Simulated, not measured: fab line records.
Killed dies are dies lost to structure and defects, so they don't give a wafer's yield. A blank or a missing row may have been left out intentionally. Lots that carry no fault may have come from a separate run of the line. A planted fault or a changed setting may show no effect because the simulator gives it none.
Which tool did it? || flow nandHarc || Sampling: 12 lots, 36 wafers, 5 of 1302 route steps

## WHAT THE GAUGES SHOWED, per wafer
NHARC_A_BONDPAD_OVL_MEAS_35. Usual: overlayXNm 0 nm, standard deviation 5.4; overlayYNm 1 nm, standard deviation 6.8.
{"lot": "L918", "measured": "day 23 20:50", "on": "overlay-02", "overlayXNm (nm)": "-6 -6 -6", "overlayYNm (nm)": "-4 -3 -3", "flag": ""}
{"lot": "L921", "measured": "day 23 22:35", "on": "overlay-01", "overlayXNm (nm)": "-1 -1 -2", "overlayYNm (nm)": "-3 -3 -3", "flag": ""}
{"lot": "L923", "measured": "day 24 10:44", "on": "overlay-01", "overlayXNm (nm)": "0 -1 0", "overlayYNm (nm)": "7 6 7", "flag": ""}
{"lot": "L924", "measured": "day 25 05:01", "on": "overlay-01", "overlayXNm (nm)": "-4 -3 -4", "overlayYNm (nm)": "8 8 8", "flag": ""}
{"lot": "L933", "measured": "day 29 12:37", "on": "overlay-01", "overlayXNm (nm)": "1 2 2", "overlayYNm (nm)": "-2 -2 -3", "flag": ""}
{"lot": "L934", "measured": "day 30 04:53", "on": "overlay-02", "overlayXNm (nm)": "9 9 9", "overlayYNm (nm)": "12 11 11", "flag": ""}
{"lot": "L935", "measured": "day 30 05:34", "on": "overlay-02", "overlayXNm (nm)": "4 3 3", "overlayYNm (nm)": "-1 -1 -1", "flag": ""}
{"lot": "L937", "measured": "day 30 22:08", "on": "overlay-02", "overlayXNm (nm)": "-3 -2 -3", "overlayYNm (nm)": "9 10 10", "flag": ""}
{"lot": "L936", "measured": "day 31 02:28", "on": "overlay-01", "overlayXNm (nm)": "4 4 4", "overlayYNm (nm)": "-9 -9 -9", "flag": ""}
{"lot": "L938", "measured": "day 31 13:58", "on": "overlay-02", "overlayXNm (nm)": "0 1 1", "overlayYNm (nm)": "3 3 3", "flag": ""}
{"lot": "L940", "measured": "day 31 21:44", "on": "overlay-02", "overlayXNm (nm)": "-5 -5 -5", "overlayYNm (nm)": "-2 -2 -2", "flag": ""}
{"lot": "L939", "measured": "day 32 03:46", "on": "overlay-01", "overlayXNm (nm)": "-10 -10 -9", "overlayYNm (nm)": "-3 -3 -2", "flag": ""}

NHARC_END_SORT_01. Usual: defectLimitedYield is 90.1 % with standard deviation 2.6, killedAtArray is 63 with standard deviation 17, killedAtOther is 0.8 with standard deviation 1.1, killedAtPeriphery is 3.5 with standard deviation 3, killedDies is 67 with standard deviation 17, killedOpen is 3.1 with standard deviation 1.6, and killedShort is 2.6 with standard deviation 1.4.
{"lot": "L918", "measured": "day 25 04:38", "on": "prober-02", "defectLimitedYield (%)": "88.9 88.3 89.1", "killedAtArray": "70 75 72", "killedAtOther": "0 1 0", "killedAtPeriphery": "5 3 2", "killedDies": "75 79 74", "killedOpen": "3 4 7", "killedShort": "1 6 4", "flag": ""}
{"lot": "L921", "measured": "day 25 06:57", "on": "prober-01", "defectLimitedYield (%)": "87.3 88.6 89.4", "killedAtArray": "85 74 69", "killedAtOther": "0 0 0", "killedAtPeriphery": "1 3 3", "killedDies": "86 77 72", "killedOpen": "2 3 2", "killedShort": "0 2 4", "flag": ""}
{"lot": "L923", "measured": "day 25 21:46", "on": "prober-01", "defectLimitedYield (%)": "95.3 96.2 96.5", "killedAtArray": "27 19 17", "killedAtOther": "0 1 0", "killedAtPeriphery": "5 6 7", "killedDies": "32 26 24", "killedOpen": "2 5 2", "killedShort": "5 2 2", "flag": ""}
{"lot": "L924", "measured": "day 26 13:50", "on": "prober-02", "defectLimitedYield (%)": "93.5 91.3 92.8", "killedAtArray": "39 56 46", "killedAtOther": "0 0 0", "killedAtPeriphery": "5 3 3", "killedDies": "44 59 49", "killedOpen": "2 3 3", "killedShort": "4 2 3", "flag": ""}
{"lot": "L933", "measured": "day 30 20:20", "on": "prober-02", "defectLimitedYield (%)": "0 0 0", "killedAtArray": "673 668 673", "killedAtOther": "2 2 1", "killedAtPeriphery": "2 7 3", "killedDies": "677 677 677", "killedOpen": "5 1 2", "killedShort": "2 3 3", "flag": "OFF"}
{"lot": "L934", "measured": "day 31 14:28", "on": "prober-02", "defectLimitedYield (%)": "0 0 0", "killedAtArray": "671 676 673", "killedAtOther": "0 0 0", "killedAtPeriphery": "6 1 4", "killedDies": "677 677 677", "killedOpen": "3 5 1", "killedShort": "2 3 4", "flag": "OFF"}
{"lot": "L935", "measured": "day 31 12:52", "on": "prober-01", "defectLimitedYield (%)": "0 0 0", "killedAtArray": "670 674 674", "killedAtOther": "0 1 2", "killedAtPeriphery": "7 2 1", "killedDies": "677 677 677", "killedOpen": "2 3 3", "killedShort": "4 3 6", "flag": "OFF"}
{"lot": "L937", "measured": "day 32 08:44", "on": "prober-01", "defectLimitedYield (%)": "87.7 85.4 84.8", "killedAtArray": "81 98 102", "killedAtOther": "1 1 0", "killedAtPeriphery": "1 0 1", "killedDies": "83 99 103", "killedOpen": "3 5 5", "killedShort": "4 1 2", "flag": ""}
{"lot": "L936", "measured": "day 32 14:59", "on": "prober-01", "defectLimitedYield (%)": "90.7 91.7 91.4", "killedAtArray": "61 54 57", "killedAtOther": "0 0 0", "killedAtPeriphery": "2 2 1", "killedDies": "63 56 58", "killedOpen": "6 4 2", "killedShort": "3 2 4", "flag": ""}
{"lot": "L938", "measured": "day 33 03:55", "on": "prober-02", "defectLimitedYield (%)": "90.3 89.1 90.5", "killedAtArray": "61 72 59", "killedAtOther": "1 0 0", "killedAtPeriphery": "4 2 5", "killedDies": "66 74 64", "killedOpen": "6 1 2", "killedShort": "4 5 3", "flag": ""}
{"lot": "L940", "measured": "day 33 03:03", "on": "prober-01", "defectLimitedYield (%)": "91.0 91.7 92.2", "killedAtArray": "59 53 44", "killedAtOther": "2 1 5", "killedAtPeriphery": "0 2 4", "killedDies": "61 56 53", "killedOpen": "4 2 4", "killedShort": "5 0 2", "flag": ""}
{"lot": "L939", "measured": "day 33 11:40", "on": "prober-01", "defectLimitedYield (%)": "90.7 91.6 89.1", "killedAtArray": "61 56 68", "killedAtOther": "0 0 0", "killedAtPeriphery": "2 1 6", "killedDies": "63 57 74", "killedOpen": "0 3 5", "killedShort": "2 5 3", "flag": ""}

## WHICH TOOL RAN EACH LOT (tool, then ch and the chambers of the sampled wafers, then the start)
{"lot": "L918", "NHARC_A_M1_PRE_CLEAN_32": "pecvd-02 ch 1,2, day 23 18:54", "NHARC_A_BONDPAD_ETCH_12": "rieDiel-05 ch 1,2,3, day 23 21:08", "NHARC_A_BONDPAD_ETCH_24": "rieDiel-03 ch 1,2,3, day 25 04:38 or earlier"}
{"lot": "L921", "NHARC_A_M1_PRE_CLEAN_32": "pecvd-01 ch 0,1,2, day 23 20:41", "NHARC_A_BONDPAD_ETCH_12": "rieDiel-05 ch 0,3, day 23 22:54", "NHARC_A_BONDPAD_ETCH_24": "rieDiel-05 ch 0,1,3, day 25 06:57 or earlier"}
{"lot": "L923", "NHARC_A_M1_PRE_CLEAN_32": "pecvd-02 ch 0,1,2, day 24 08:48", "NHARC_A_BONDPAD_ETCH_12": "rieDiel-05 ch 0,1,2, day 24 11:04", "NHARC_A_BONDPAD_ETCH_24": "rieDiel-03 ch 0,1,2, day 25 21:46 or earlier"}
{"lot": "L924", "NHARC_A_M1_PRE_CLEAN_32": "pecvd-02 ch 0,1,2, day 25 03:04", "NHARC_A_BONDPAD_ETCH_12": "rieDiel-06 ch 0,1,3, day 25 05:19", "NHARC_A_BONDPAD_ETCH_24": "rieDiel-06 ch 0,1,3, day 26 13:50 or earlier"}
{"lot": "L933", "NHARC_A_M1_PRE_CLEAN_32": "pecvd-02 ch 0,1, day 29 10:40", "NHARC_A_BONDPAD_ETCH_12": "rieDiel-05 ch 0,1,3, day 29 12:55", "NHARC_A_BONDPAD_ETCH_24": "rieDiel-06 ch 0,3, day 30 20:20 or earlier"}
{"lot": "L934", "NHARC_A_M1_PRE_CLEAN_32": "pecvd-03 ch 0,1,2, day 30 03:06", "NHARC_A_BONDPAD_ETCH_12": "rieDiel-05 ch 0,1, day 30 05:11", "NHARC_A_BONDPAD_ETCH_24": "rieDiel-05 ch 0,3, day 31 14:28 or earlier"}
{"lot": "L935", "NHARC_A_M1_PRE_CLEAN_32": "pecvd-03 ch 0,2, day 30 03:37", "NHARC_A_BONDPAD_ETCH_12": "rieDiel-05 ch 1,2, day 30 05:53", "NHARC_A_BONDPAD_ETCH_24": "rieDiel-05 ch 1,2,3, day 31 12:52 or earlier"}
{"lot": "L937", "NHARC_A_M1_PRE_CLEAN_32": "pecvd-01 ch 0,1,2, day 30 20:13", "NHARC_A_BONDPAD_ETCH_12": "rieDiel-05 ch 1,3, day 30 22:28", "NHARC_A_BONDPAD_ETCH_24": "rieDiel-05 ch 0,1,3, day 30 22:53"}
{"lot": "L936", "NHARC_A_M1_PRE_CLEAN_32": "pecvd-02 ch 0,1,2, day 31 00:38", "NHARC_A_BONDPAD_ETCH_12": "rieDiel-05 ch 0,1,2, day 31 02:51", "NHARC_A_BONDPAD_ETCH_24": "rieDiel-05 ch 0,1,3, day 32 14:59 or earlier"}
{"lot": "L938", "NHARC_A_M1_PRE_CLEAN_32": "pecvd-01 ch 0,1,2, day 31 12:10", "NHARC_A_BONDPAD_ETCH_12": "rieDiel-05 ch 0,3, day 31 14:16", "NHARC_A_BONDPAD_ETCH_24": "rieDiel-03 ch 2,3, day 33 03:55 or earlier"}
{"lot": "L940", "NHARC_A_M1_PRE_CLEAN_32": "pecvd-02 ch 0,1, day 31 19:47", "NHARC_A_BONDPAD_ETCH_12": "rieDiel-05 ch 1,2,3, day 31 22:02", "NHARC_A_BONDPAD_ETCH_24": "rieDiel-05 ch 1,2,3, day 33 03:03 or earlier"}
{"lot": "L939", "NHARC_A_M1_PRE_CLEAN_32": "pecvd-03 ch 0,1,2, day 32 01:59", "NHARC_A_BONDPAD_ETCH_12": "rieDiel-06 ch 1,2, day 32 04:04", "NHARC_A_BONDPAD_ETCH_24": "rieDiel-03 ch 0,1, day 33 11:40 or earlier"}
- NHARC_A_M1_PRE_CLEAN_32: time 12 s.
- NHARC_A_BONDPAD_ETCH_12: etches the open film in CHF3/O2, target depth 220 nm, time 110 s.
- NHARC_A_BONDPAD_ETCH_24: etches the open film in CF4/N2, target depth 30 nm, time 72.99 s.

## AS READ BY THE TOOLS THEMSELVES (means over the sampled wafers that have a number; for cases with no such wafer, the mark the record gives instead)
NHARC_A_M1_PRE_CLEAN_32. Usual: heaterPowerW reads 602 W (standard deviation 67).
{"lot": "L918", "tool": "pecvd-02", "heaterPowerW (W)": 607, "flag": ""}
{"lot": "L921", "tool": "pecvd-01", "heaterPowerW (W)": 629, "flag": ""}
{"lot": "L923", "tool": "pecvd-02", "heaterPowerW (W)": 626, "flag": ""}
{"lot": "L924", "tool": "pecvd-02", "heaterPowerW (W)": 587, "flag": ""}
{"lot": "L933", "tool": "pecvd-02", "heaterPowerW (W)": 600, "flag": ""}
{"lot": "L934", "tool": "pecvd-03", "heaterPowerW (W)": 595, "flag": ""}
{"lot": "L935", "tool": "pecvd-03", "heaterPowerW (W)": 674, "flag": ""}
{"lot": "L937", "tool": "pecvd-01", "heaterPowerW (W)": 539, "flag": ""}
{"lot": "L936", "tool": "pecvd-02", "heaterPowerW (W)": 611, "flag": ""}
{"lot": "L938", "tool": "pecvd-01", "heaterPowerW (W)": 565, "flag": ""}
{"lot": "L940", "tool": "pecvd-02", "heaterPowerW (W)": 554, "flag": ""}
{"lot": "L939", "tool": "pecvd-03", "heaterPowerW (W)": 628, "flag": ""}

NHARC_A_BONDPAD_ETCH_12. Usual: biasW is 200.0 W with standard deviation 0.59, chamberPressureMTorr is 24.997 mTorr with standard deviation 0.023, drypumpMotorCurrentA is 5.6 A with standard deviation 0.53, oesProductAu is 0.941 a.u. with standard deviation 0.021, rfVppV is 371.1 V with standard deviation 2.5, showerheadPlenumPTorr is 2.43 Torr with standard deviation 0.11, and throttleValvePct is 20.574 % with standard deviation 0.01.
{"lot": "L918", "tool": "rieDiel-05", "biasW (W)": 200.4, "chamberPressureMTorr (mTorr)": 24.991, "drypumpMotorCurrentA (A)": 5.8, "oesProductAu (a.u.)": 0.969, "rfVppV (V)": 370.0, "showerheadPlenumPTorr (Torr)": 2.41, "throttleValvePct (%)": 20.567, "flag": ""}
{"lot": "L921", "tool": "rieDiel-05", "biasW (W)": 200.1, "chamberPressureMTorr (mTorr)": 24.984, "drypumpMotorCurrentA (A)": 5.8, "oesProductAu (a.u.)": 0.969, "rfVppV (V)": 372.7, "showerheadPlenumPTorr (Torr)": 2.53, "throttleValvePct (%)": 20.576, "flag": ""}
{"lot": "L923", "tool": "rieDiel-05", "biasW (W)": 200.0, "chamberPressureMTorr (mTorr)": 25.022, "drypumpMotorCurrentA (A)": 5.4, "oesProductAu (a.u.)": 0.926, "rfVppV (V)": 369.8, "showerheadPlenumPTorr (Torr)": 2.36, "throttleValvePct (%)": 20.582, "flag": ""}
{"lot": "L924", "tool": "rieDiel-06", "biasW (W)": 199.9, "chamberPressureMTorr (mTorr)": 24.989, "drypumpMotorCurrentA (A)": 5.2, "oesProductAu (a.u.)": 0.925, "rfVppV (V)": 371.8, "showerheadPlenumPTorr (Torr)": 2.45, "throttleValvePct (%)": 20.575, "flag": ""}
{"lot": "L933", "tool": "rieDiel-05", "biasW (W)": "-", "chamberPressureMTorr (mTorr)": "-", "drypumpMotorCurrentA (A)": "-", "oesProductAu (a.u.)": "-", "rfVppV (V)": "-", "showerheadPlenumPTorr (Torr)": "-", "throttleValvePct (%)": "-", "flag": "OFF"}
{"lot": "L934", "tool": "rieDiel-05", "biasW (W)": "-", "chamberPressureMTorr (mTorr)": "-", "drypumpMotorCurrentA (A)": "-", "oesProductAu (a.u.)": "-", "rfVppV (V)": "-", "showerheadPlenumPTorr (Torr)": "-", "throttleValvePct (%)": "-", "flag": "OFF"}
{"lot": "L935", "tool": "rieDiel-05", "biasW (W)": "-", "chamberPressureMTorr (mTorr)": "-", "drypumpMotorCurrentA (A)": "-", "oesProductAu (a.u.)": "-", "rfVppV (V)": "-", "showerheadPlenumPTorr (Torr)": "-", "throttleValvePct (%)": "-", "flag": "OFF"}
{"lot": "L937", "tool": "rieDiel-05", "biasW (W)": 199.8, "chamberPressureMTorr (mTorr)": 24.993, "drypumpMotorCurrentA (A)": 6.1, "oesProductAu (a.u.)": 0.922, "rfVppV (V)": 372.4, "showerheadPlenumPTorr (Torr)": 2.42, "throttleValvePct (%)": 20.578, "flag": ""}
{"lot": "L936", "tool": "rieDiel-05", "biasW (W)": 200.4, "chamberPressureMTorr (mTorr)": 24.997, "drypumpMotorCurrentA (A)": 5.5, "oesProductAu (a.u.)": 0.955, "rfVppV (V)": 369.5, "showerheadPlenumPTorr (Torr)": 2.36, "throttleValvePct (%)": 20.578, "flag": ""}
{"lot": "L938", "tool": "rieDiel-05", "biasW (W)": 199.9, "chamberPressureMTorr (mTorr)": 24.997, "drypumpMotorCurrentA (A)": 5.8, "oesProductAu (a.u.)": 0.929, "rfVppV (V)": 373.8, "showerheadPlenumPTorr (Torr)": 2.53, "throttleValvePct (%)": 20.579, "flag": ""}
{"lot": "L940", "tool": "rieDiel-05", "biasW (W)": 200.3, "chamberPressureMTorr (mTorr)": 24.997, "drypumpMotorCurrentA (A)": 5.9, "oesProductAu (a.u.)": 0.949, "rfVppV (V)": 370.2, "showerheadPlenumPTorr (Torr)": 2.40, "throttleValvePct (%)": 20.580, "flag": ""}
{"lot": "L939", "tool": "rieDiel-06", "biasW (W)": 200.1, "chamberPressureMTorr (mTorr)": 24.990, "drypumpMotorCurrentA (A)": 5.0, "oesProductAu (a.u.)": 0.910, "rfVppV (V)": 373.7, "showerheadPlenumPTorr (Torr)": 2.54, "throttleValvePct (%)": 20.577, "flag": ""}

NHARC_A_BONDPAD_ETCH_24. Usual: biasW is 100.01 W with standard deviation 0.28, cf4FlowSccm is 49.98 sccm with standard deviation 0.15, drypumpMotorCurrentA is 5.5 A with standard deviation 0.46, oesProductAu is 0.997 a.u. with standard deviation 0.0088, rfVppV is 314.8 V with standard deviation 2.1, showerheadPlenumPTorr is 2.66 Torr with standard deviation 0.11, and throttleValvePct is 19.794 % with standard deviation 0.0094.
{"lot": "L918", "tool": "rieDiel-03", "biasW (W)": 100.30, "cf4FlowSccm (sccm)": 50.03, "drypumpMotorCurrentA (A)": 5.6, "oesProductAu (a.u.)": 1.004, "rfVppV (V)": 314.9, "showerheadPlenumPTorr (Torr)": 2.70, "throttleValvePct (%)": 19.795, "flag": ""}
{"lot": "L921", "tool": "rieDiel-05", "biasW (W)": 99.93, "cf4FlowSccm (sccm)": 50.05, "drypumpMotorCurrentA (A)": 5.8, "oesProductAu (a.u.)": 1.004, "rfVppV (V)": 315.9, "showerheadPlenumPTorr (Torr)": 2.68, "throttleValvePct (%)": 19.791, "flag": ""}
{"lot": "L923", "tool": "rieDiel-03", "biasW (W)": 100.19, "cf4FlowSccm (sccm)": 49.99, "drypumpMotorCurrentA (A)": 5.5, "oesProductAu (a.u.)": 0.998, "rfVppV (V)": 313.0, "showerheadPlenumPTorr (Torr)": 2.62, "throttleValvePct (%)": 19.798, "flag": ""}
{"lot": "L924", "tool": "rieDiel-06", "biasW (W)": 100.07, "cf4FlowSccm (sccm)": 50.01, "drypumpMotorCurrentA (A)": 5.3, "oesProductAu (a.u.)": 0.992, "rfVppV (V)": 315.2, "showerheadPlenumPTorr (Torr)": 2.68, "throttleValvePct (%)": 19.800, "flag": ""}
{"lot": "L933", "tool": "rieDiel-06", "biasW (W)": 100.18, "cf4FlowSccm (sccm)": 49.86, "drypumpMotorCurrentA (A)": 5.4, "oesProductAu (a.u.)": 0.995, "rfVppV (V)": 317.4, "showerheadPlenumPTorr (Torr)": 2.82, "throttleValvePct (%)": 19.792, "flag": ""}
{"lot": "L934", "tool": "rieDiel-05", "biasW (W)": 100.01, "cf4FlowSccm (sccm)": 50.24, "drypumpMotorCurrentA (A)": 5.8, "oesProductAu (a.u.)": 0.995, "rfVppV (V)": 316.1, "showerheadPlenumPTorr (Torr)": 2.76, "throttleValvePct (%)": 19.801, "flag": ""}
{"lot": "L935", "tool": "rieDiel-05", "biasW (W)": 100.22, "cf4FlowSccm (sccm)": 49.90, "drypumpMotorCurrentA (A)": 5.9, "oesProductAu (a.u.)": 0.999, "rfVppV (V)": 314.0, "showerheadPlenumPTorr (Torr)": 2.63, "throttleValvePct (%)": 19.791, "flag": ""}
{"lot": "L937", "tool": "rieDiel-05", "biasW (W)": 100.28, "cf4FlowSccm (sccm)": 50.03, "drypumpMotorCurrentA (A)": 5.8, "oesProductAu (a.u.)": 1.003, "rfVppV (V)": 315.4, "showerheadPlenumPTorr (Torr)": 2.68, "throttleValvePct (%)": 19.798, "flag": ""}
{"lot": "L936", "tool": "rieDiel-05", "biasW (W)": 100.00, "cf4FlowSccm (sccm)": 49.99, "drypumpMotorCurrentA (A)": 5.8, "oesProductAu (a.u.)": 1.002, "rfVppV (V)": 314.8, "showerheadPlenumPTorr (Torr)": 2.68, "throttleValvePct (%)": 19.786, "flag": ""}
{"lot": "L938", "tool": "rieDiel-03", "biasW (W)": 99.94, "cf4FlowSccm (sccm)": 49.87, "drypumpMotorCurrentA (A)": 5.5, "oesProductAu (a.u.)": 0.992, "rfVppV (V)": 315.9, "showerheadPlenumPTorr (Torr)": 2.69, "throttleValvePct (%)": 19.791, "flag": ""}
{"lot": "L940", "tool": "rieDiel-05", "biasW (W)": 99.96, "cf4FlowSccm (sccm)": 49.94, "drypumpMotorCurrentA (A)": 5.8, "oesProductAu (a.u.)": 0.995, "rfVppV (V)": 314.6, "showerheadPlenumPTorr (Torr)": 2.63, "throttleValvePct (%)": 19.787, "flag": ""}
{"lot": "L939", "tool": "rieDiel-03", "biasW (W)": 99.92, "cf4FlowSccm (sccm)": 50.05, "drypumpMotorCurrentA (A)": 5.3, "oesProductAu (a.u.)": 1.005, "rfVppV (V)": 312.9, "showerheadPlenumPTorr (Torr)": 2.56, "throttleValvePct (%)": 19.791, "flag": ""}

## THE ANSWER, worked out from the rows above alone
Rule: a lot counts as off when the mean over its wafers that have a number is more than 3 standard deviations away from the usual mean. Also off: a lot with no number at a reading for which 4 or more lots have one. Where the step has rows for the other lots, those lots are counted as sound. First the gauges in route order, then the tools' own readings, where a lot's mean is used as printed above. The first step at which some lot is off is used, and at that step the reading that is off furthest; a lot without a number counts as furthest.
Off: L933, L934, L935, at NHARC_END_SORT_01 (killedAtArray).
If a tool, at a process step before that reading, ran all the lots that are off and no sound lot after the first of them, it fits. The gauges at NHARC_END_SORT_01 aren't tried: what is off there is off at NHARC_A_BONDPAD_ETCH_12 too, on other tools, and a gauge's error can't cause that. NHARC_A_BONDPAD_ETCH_24 gives no start for some lots, so the hours and the order of its lots are those of NHARC_END_SORT_01. None of those tried fits.

## WHAT THE SIMULATOR PUT IN
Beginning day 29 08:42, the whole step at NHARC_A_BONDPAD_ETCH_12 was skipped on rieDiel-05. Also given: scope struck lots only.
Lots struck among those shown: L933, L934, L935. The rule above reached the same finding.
